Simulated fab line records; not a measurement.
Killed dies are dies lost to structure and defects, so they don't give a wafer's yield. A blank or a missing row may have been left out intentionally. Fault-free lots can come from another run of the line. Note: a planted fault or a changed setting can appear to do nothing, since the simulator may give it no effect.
Comparing a struck lot with a sound one | flow nand harc | 22 out of 1159 route steps
Sound: wafers L626.2, L626.5, L626.6. Wafers struck: L632.3, L632.4, L632.6. The cause is named last.
Order at every step that has rows: each side's tool, ch and its chambers, its first start. Under that, the readings that differ: sound wafers | struck wafers | difference of the means | sigmas: that difference in standard deviations of wafers without a fault.
alike: words and numbers the same on both sides, and readings whose means are apart by under 2 such deviations; not compared: readings that were withheld, readings missing a value for some wafer, numbers with overlapping values and no deviation given by the record, and bounds like >300 which may hide the same value.
A row with sigmas, a row that says differs or no value, or rows on one side alone: a step with any of these is where the two part. Numbers that don't overlap but have no deviation are shown without sigmas and don't part them. A reading missing from all wafers of one side parts the sides only when that side holds two or more wafers.

first, 5 steps without rows for these wafers: NHARC_P_GATE_STRIP_15 (strips in SPM, time 780 s); NHARC_P_GATE_PRECLEAN_71 (cleans in SC1); NHARC_P_GATE_SRD_72; NHARC_P_GATE_OXIDE_16 (material SiO2, target thk 3 nm, ox time 392 s); NHARC_P_GATE_CVD_17 (deposits poly-Si, target thk 150 nm, time 900 s).
NHARC_P_GATE_HM_DEP_102: deposits aC, target thk 120 nm.
  sound on acl dep-02 ch 0, day 5 08:50; struck on acl dep-03 ch 0, day 6 20:47
  alike: throttle valve pct
NHARC_P_GATE_DEP_103: deposits SiON, target thk 30 nm.
  sound on pecvd-01 ch 1,2, day 5 09:25; struck on pecvd-04 ch 1,2, day 6 21:26
  alike: heater power outer w, heater power w
  not compared: since wet clean h
then, 5 steps without rows for these wafers: NHARC_P_GATE_DEHYDRATE_18 (time 120 s); NHARC_P_GATE_HMDS_19 (time 30 s); NHARC_P_GATE_COAT_20 (resist thk 90 nm); NHARC_P_GATE_SOFTBAKE_21 (time 55 s); NHARC_P_GATE_EBR_22.
NHARC_P_GATE_EXPOSE_23: exposes mask P GATE, target cd 120 nm.
  sound on arfi scanner-03 ch 0, day 5 09:50; struck on arfi scanner-01 ch 0, day 6 21:56
  reading              | sound             | struck               | difference | sigmas
  exposure dose mJ cm2 | 93.94 94.12 94.05 | 101.07 101.13 101.18 | +7.09      | +76
  alike: mask
then, 2 steps without rows for these wafers: NHARC_P_GATE_PEB_24 (peb time 65 s); NHARC_P_GATE_DEVELOP_25 (develop time 35 s).
NHARC_P_GATE_CD_MEAS_26: the cd target is 120 nm.
  sound on cd sem-02 ch 0, day 5 09:59; struck on cd sem-03 ch 0, day 6 22:04
  reading    | sound             | struck            | difference | sigmas
  cd nm (nm) | 119.4 119.2 120.1 | 115.9 115.8 114.8 | -4.1       | -6
NHARC_P_GATE_OVL_MEAS_27:
  sound on overlay-02, day 5 10:04; struck on overlay-02, day 6 22:09
  alike: overlay x nm, overlay y nm
NHARC_P_GATE_INSPECT_28:
  sound on defect inspect-02, day 5 10:06; struck on defect inspect-01, day 6 22:11
  alike: raw defect count
NHARC_P_GATE_DESCUM_31: chemistry O2, time 3 s.
  sound on rie diel-02 ch 1,2,3, day 5 10:14; struck on rie diel-05 ch 0,2, day 6 22:16
  reading                 | sound           | struck            | difference | sigmas
  model.P_GATE.cd nm (nm) | 119 120.2 119.5 | 116.1 116.5 115.3 | -3.6       |
  alike: drypump motor current A, oes product au, rf vpp V, showerhead plenum p Torr, throttle valve pct
  not compared: rf hours counter h
NHARC_P_GATE_ETCH_104: etches the open film in CF4/CHF3, target depth 60 nm.
  sound on rie diel-02 ch 0,3, day 5 10:19; struck on rie diel-05 ch 2,3, day 6 22:22
  reading                 | sound           | struck      | difference | sigmas
  model.P_GATE.cd nm (nm) | 119 120.1 119.2 | 117 117 116 | -3         |
  alike: drypump motor current A, oes product au, rf vpp V, showerhead plenum p Torr, throttle valve pct
NHARC_P_GATE_HM_OPEN_105: chemistry O2/COS, target depth 360 nm.
  sound: rie diel-02 ch 1,2,3; struck: rie diel-05 ch 0,3
  reading               | sound             | struck            | difference | sigmas
  cos flow sccm (sccm)  | 19.80 19.95 19.90 | 20.04 20.01 20.00 | +0.13      | +2
  oes product au (a.u.) | 1.018 1.030 1.010 | 0.976 1.005 0.982 | -0.032     | -2
  alike: drypump motor current A, rf vpp V, showerhead plenum p Torr, throttle valve pct
  not compared: rf hours counter h
NHARC_END_SORT_01:
  the record has rows for the sound wafers here (prober-01 ch 0, day 20 04:56) and none for the struck ones

## WHERE THEY PART
Last at NHARC_END_SORT_01 as far as this record goes, first at NHARC_P_GATE_EXPOSE_23.

WHY: whatever the simulator had introduced
Process parameters drifting: arfi scanner-01 at NHARC_P_GATE_EXPOSE_23, beginning at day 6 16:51. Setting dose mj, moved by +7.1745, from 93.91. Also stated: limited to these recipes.
